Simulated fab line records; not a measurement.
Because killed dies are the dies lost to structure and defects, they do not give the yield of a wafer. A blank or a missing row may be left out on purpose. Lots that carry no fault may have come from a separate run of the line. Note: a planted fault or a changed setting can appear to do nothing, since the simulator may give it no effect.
Which tool was responsible? ; flow n5Finfet ; 27 wafers from 9 lots sampled at 5 of the route's 1938 steps

## WHAT THE GAUGES SHOWED, per wafer
N5_BEOL_M4_RC_MEAS_101. Usual: DIBL_N 35.8 mV/V, standard deviation 1.7; DIBL_P 35.3 mV/V, standard deviation 2; IOFF_N 0.150 nA/um, standard deviation 0.026; IOFF_P 0.194 nA/um, standard deviation 0.029; ION_N 667 uA/um, standard deviation 11; ION_P 456 uA/um, standard deviation 7.1; SS_N 71.4 mV/dec, standard deviation 0.65; SS_P 73.1 mV/dec, standard deviation 0.64; VT_N 251 mV, standard deviation 3; VT_P -252 mV, standard deviation 3.2.
lot;measured;on;DIBL_N (mV/V);DIBL_P (mV/V);IOFF_N (nA/um);IOFF_P (nA/um);ION_N (uA/um);ION_P (uA/um);SS_N (mV/dec);SS_P (mV/dec);VT_N (mV);VT_P (mV);flag
L218;day 11 08:04;prober-02;33.9 31.8 34.2;32.9 31.0 33.7;0.125 0.097 0.125;0.150 0.135 0.157;669 644 662;448 443 453;71.4 69.8 71.0;72.4 72.2 72.5;255 256 253;-255 -257 -254;
L221;day 12 09:15;prober-01;36.8 36.0 36.3;35.8 34.6 36.0;0.160 0.148 0.154;0.220 0.216 0.232;670 672 666;466 463 463;71.6 71.1 71.7;73.3 73.3 73.3;251 250 250;-246 -245 -246;
L225;day 13 19:43;prober-02;36.6 35.7 35.0;34.3 35.7 32.6;0.161 0.151 0.134;0.192 0.210 0.162;668 677 659;456 458 449;72.1 72.2 71.6;74.2 73.4 72.8;251 249 253;-252 -251 -255;
L226;day 12 22:57;prober-01;35.4 36.5 36.5;34.1 35.8 34.9;0.146 0.153 0.155;0.177 0.193 0.184;670 656 661;454 447 453;71.3 72.2 71.7;72.7 72.5 73.5;251 251 251;-253 -252 -252;
L229;day 14 01:35;prober-01;34.5 34.4 36.1;34.0 32.9 35.3;0.121 0.116 0.143;0.179 0.167 0.204;650 656 668;454 451 455;71.1 70.8 71.9;73.7 72.8 72.8;254 255 253;-250 -255 -251;
L228;day 14 01:52;prober-02;36.2 37.0 35.2;37.5 36.5 35.8;0.165 0.162 0.137;0.234 0.206 0.201;667 678 659;458 464 459;71.4 71.6 71.2;74.2 73.9 73.3;244 249 250;-247 -249 -250;
L230;day 14 15:55;prober-01;38.3 34.6 37.8;35.3 32.8 36.3;0.174 0.125 0.165;0.187 0.152 0.194;662 664 672;449 457 459;72.7 70.5 71.2;73.4 71.7 72.6;247 250 249;-253 -254 -252;
L231;day 14 15:12;prober-02;36.4 35.6 38.0;34.8 34.5 37.2;0.156 0.137 0.190;0.168 0.160 0.194;648 665 679;436 450 455;72.4 71.5 72.3;73.4 73.4 74.3;254 251 248;-253 -254 -253;
L234;day 15 08:19;prober-01;34.3 36.6 34.5;34.8 37.6 35.9;0.117 0.153 0.129;0.170 0.217 0.184;668 666 674;463 458 463;70.9 71.9 71.3;73.4 73.2 73.1;255 253 252;-253 -251 -253;

## WHICH TOOL RAN EACH LOT (tool, then ch and the chambers of the sampled wafers, then the start)
lot;N5_BEOL_M3_STRIP_19;N5_BEOL_M3_ETCH_77;N5_BEOL_M3_ETCH_69;N5_BEOL_M3_TRENCH_ETCH_37
L218;rieDiel-06 ch 0,2,3, day 9 09:26;rieDiel-06 ch 2,3, day 9 10:22;rieDiel-06 ch 2,3, day 9 10:23;rieDiel-02 ch 2,3, day 11 08:04 or earlier
L221;rieDiel-05 ch 1,2,3, day 10 11:37;rieDiel-06 ch 2,3, day 10 12:17;rieDiel-06 ch 2,3, day 10 12:19;rieDiel-06 ch 2,3, day 12 09:15 or earlier
L225;rieDiel-02 ch 1,2, day 11 17:04;rieDiel-06 ch 1,2,3, day 11 17:37;rieDiel-06 ch 1,2,3, day 11 17:38;rieDiel-02 ch 2,3, day 13 19:43 or earlier
L226;rieDiel-02 ch 0,1,3, day 11 17:43;rieDiel-06 ch 0,2, day 11 18:16;rieDiel-06 ch 0,2, day 11 18:16;rieDiel-06 ch 2,3, day 12 22:57 or earlier
L229;rieDiel-06 ch 2,3, day 12 05:14;rieDiel-06 ch 1,2, day 12 06:11;rieDiel-06 ch 1,2, day 12 06:11;rieDiel-02 ch 1,2, day 14 01:35 or earlier
L228;rieDiel-06 ch 0,2,3, day 12 05:43;rieDiel-06 ch 0,1,3, day 12 06:17;rieDiel-06 ch 1,2, day 12 06:18;rieDiel-05 ch 0,2, day 14 01:52 or earlier
L230;rieDiel-05 ch 2,3, day 12 06:51;rieDiel-05 ch 0,2,3, day 12 07:55;rieDiel-05 ch 0,2,3, day 12 07:56;rieDiel-02 ch 0,2,3, day 14 15:55 or earlier
L231;rieDiel-02 ch 0,1,3, day 12 19:40;rieDiel-05 ch 0,3, day 12 20:20;rieDiel-05 ch 0,3, day 12 20:22;rieDiel-05 ch 0,1,3, day 14 15:12 or earlier
L234;rieDiel-06 ch 0,3, day 13 18:05;rieDiel-05 ch 0,2, day 13 18:38;rieDiel-05 ch 0,2, day 13 18:40;rieDiel-05 ch 0,3, day 15 08:19 or earlier
- N5_BEOL_M3_STRIP_19: strips in O2.
- N5_BEOL_M3_ETCH_77: etches underlayer in N2/H2, target depth 6.5 nm, time 5.2 s.
- N5_BEOL_M3_ETCH_69: etches SiARC in CF4, target depth 15.6 nm, time 26 s.
- N5_BEOL_M3_TRENCH_ETCH_37: etches SiOC in C4F6/O2, target depth 55.555 nm, time 29.2 s.

## WHAT THE TOOLS THEMSELVES READ (means of the sampled wafers that have a number; where no wafer has one, the mark that the record gives instead)
N5_BEOL_M3_STRIP_19. Usual: chamberPressureMTorr 30.000 mTorr, standard deviation 0.026; drypumpMotorCurrentA 5.7 A, standard deviation 0.47; oesProductAu 0.80 a.u., standard deviation 0.093; rfVppV 3.6 V, standard deviation 0.44; showerheadPlenumPTorr 2.09 Torr, standard deviation 0.081; throttleValvePct 16.71 %, standard deviation 0.28.
lot;tool;chamberPressureMTorr (mTorr);drypumpMotorCurrentA (A);oesProductAu (a.u.);rfVppV (V);showerheadPlenumPTorr (Torr);throttleValvePct (%);flag
L218;rieDiel-06;29.979;5.8;0.79;3.0;2.02;16.86;
L221;rieDiel-05;29.992;5.6;0.71;3.7;2.14;16.80;
L225;rieDiel-02;30.001;5.7;0.80;3.7;2.09;16.68;
L226;rieDiel-02;29.992;5.9;0.87;3.5;2.15;16.44;
L229;rieDiel-06;29.990;6.0;0.75;3.0;2.03;16.91;
L228;rieDiel-06;30.014;5.8;0.77;3.8;2.01;16.88;
L230;rieDiel-05;29.998;5.7;0.72;3.7;2.14;16.94;
L231;rieDiel-02;30.006;6.0;0.86;3.5;2.15;16.47;
L234;rieDiel-06;30.012;5.7;0.69;3.4;1.96;16.98;

N5_BEOL_M3_ETCH_77. Usual: chamberPressureMTorr 30.00 mTorr, standard deviation 0.042; drypumpMotorCurrentA 5.8 A, standard deviation 0.45; etchRfOnTimeS 5.18 s, standard deviation 0.12; n2FlowSccm 200.1 sccm, standard deviation 0.6; oesProductAu 0.67 a.u., standard deviation 0.075; rfVppV 523 V, standard deviation 3.2; showerheadPlenumPTorr 2.51 Torr, standard deviation 0.11; throttleValvePct 18.00 %, standard deviation 0.21.
lot;tool;chamberPressureMTorr (mTorr);drypumpMotorCurrentA (A);etchRfOnTimeS (s);n2FlowSccm (sccm);oesProductAu (a.u.);rfVppV (V);showerheadPlenumPTorr (Torr);throttleValvePct (%);flag
L218;rieDiel-06;30.00;6.1;5.32;199.4;0.72;524;2.53;17.95;
L221;rieDiel-06;29.97;6.0;5.30;200.5;0.65;523;2.47;18.02;
L225;rieDiel-06;29.93;6.2;3.64;200.5;0.82;522;2.50;18.10;OFF
L226;rieDiel-06;30.03;5.6;3.58;200.0;0.85;521;2.42;18.11;OFF
L229;rieDiel-06;30.02;6.4;3.53;200.6;0.84;525;2.54;18.16;OFF
L228;rieDiel-06;29.97;5.9;3.52;199.7;0.77;520;2.41;18.18;OFF
L230;rieDiel-05;30.02;5.7;5.28;199.9;0.66;524;2.55;17.96;
L231;rieDiel-05;30.04;5.6;5.17;200.0;0.72;522;2.48;17.76;
L234;rieDiel-05;29.99;5.9;5.16;200.5;0.71;524;2.53;18.01;

N5_BEOL_M3_ETCH_69. Usual: chamberPressureMTorr 40.00 mTorr, standard deviation 0.038; drypumpMotorCurrentA 5.8 A, standard deviation 0.45; etchRfOnTimeS 26.0 s, standard deviation 0.61; oesProductAu 0.67 a.u., standard deviation 0.075; rfVppV 183.8 V, standard deviation 1.3; showerheadPlenumPTorr 2.12 Torr, standard deviation 0.083; throttleValvePct 15.73 %, standard deviation 0.25.
lot;tool;chamberPressureMTorr (mTorr);drypumpMotorCurrentA (A);etchRfOnTimeS (s);oesProductAu (a.u.);rfVppV (V);showerheadPlenumPTorr (Torr);throttleValvePct (%);flag
L218;rieDiel-06;40.01;6.1;26.7;0.71;183.4;2.14;15.74;
L221;rieDiel-06;39.99;6.0;26.7;0.65;183.8;2.09;15.86;
L225;rieDiel-06;39.99;6.2;26.5;0.65;183.7;2.11;15.88;
L226;rieDiel-06;40.01;5.5;25.7;0.68;183.3;2.04;15.82;
L229;rieDiel-06;40.02;6.4;25.4;0.67;184.2;2.13;15.87;
L228;rieDiel-06;40.02;6.3;25.7;0.67;183.7;2.13;15.88;
L230;rieDiel-05;40.00;5.7;25.9;0.67;184.3;2.14;15.66;
L231;rieDiel-05;39.99;5.6;26.0;0.71;183.5;2.10;15.47;
L234;rieDiel-05;40.01;5.9;25.8;0.72;184.8;2.14;15.70;

N5_BEOL_M3_TRENCH_ETCH_37. Usual: chamberPressureMTorr 29.999 mTorr, standard deviation 0.026; drypumpMotorCurrentA 5.7 A, standard deviation 0.48; oesProductAu 0.82 a.u., standard deviation 0.095; rfVppV 673 V, standard deviation 9.9; showerheadPlenumPTorr 2.86 Torr, standard deviation 0.096; throttleValvePct 20.88 %, standard deviation 0.28.
lot;tool;chamberPressureMTorr (mTorr);drypumpMotorCurrentA (A);oesProductAu (a.u.);rfVppV (V);showerheadPlenumPTorr (Torr);throttleValvePct (%);flag
L218;rieDiel-02;30.003;5.3;0.83;679;2.81;21.00;
L221;rieDiel-06;30.017;6.0;0.75;684;2.77;21.12;
L225;rieDiel-02;29.992;5.3;0.82;679;2.80;21.04;
L226;rieDiel-06;30.002;6.1;0.81;679;2.83;21.01;
L229;rieDiel-02;29.984;5.7;0.80;684;2.83;20.86;
L228;rieDiel-05;30.002;5.9;0.80;660;2.90;21.19;
L230;rieDiel-02;29.997;5.5;0.84;672;2.85;20.83;
L231;rieDiel-05;29.992;5.5;0.86;669;2.84;20.70;
L234;rieDiel-05;29.997;5.4;0.76;669;2.80;20.71;

## THE ANSWER, worked out from the rows above alone
Rule: lot off if the mean of its wafers having a number is beyond 3 standard deviations from the usual mean. Also off: a lot with no number at a reading for which 4 or more lots have one. The other lots that the step has rows for count as sound. The gauges are gone through in route order, then the tools' own readings, and for those a lot's mean is taken as printed above. At the first step where some lot is off, the reading lying furthest off is the one used; lots without a number count as furthest.
Off, at N5_BEOL_M3_ETCH_77 on etchRfOnTimeS: L225, L226, L229, L228.
If a tool, at that step or one of the process steps before it, ran each lot that is off and ran no sound lot following the first of them, it fits. One fits: rieDiel-06 at N5_BEOL_M3_ETCH_77. Its last sound lot is L221 (day 10 12:17), its first lot that is off L225 (day 11 17:37): a fault that began between those two fits.
The tool's own readings at N5_BEOL_M3_ETCH_77 bear it out: on the lots that are off they differ by more than 5 times the standard deviation of the sound lots' means. etchRfOnTimeS reads 3.57 s there against 5.25 s on the sound lots.

## WHAT THE SIMULATOR PUT IN
Process parameters drifting: rieDiel-06 at N5_BEOL_M3_ETCH_77, beginning at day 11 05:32. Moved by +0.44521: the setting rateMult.
Struck lots among those shown: L226, L225, L229, L228. The rule above found the same.
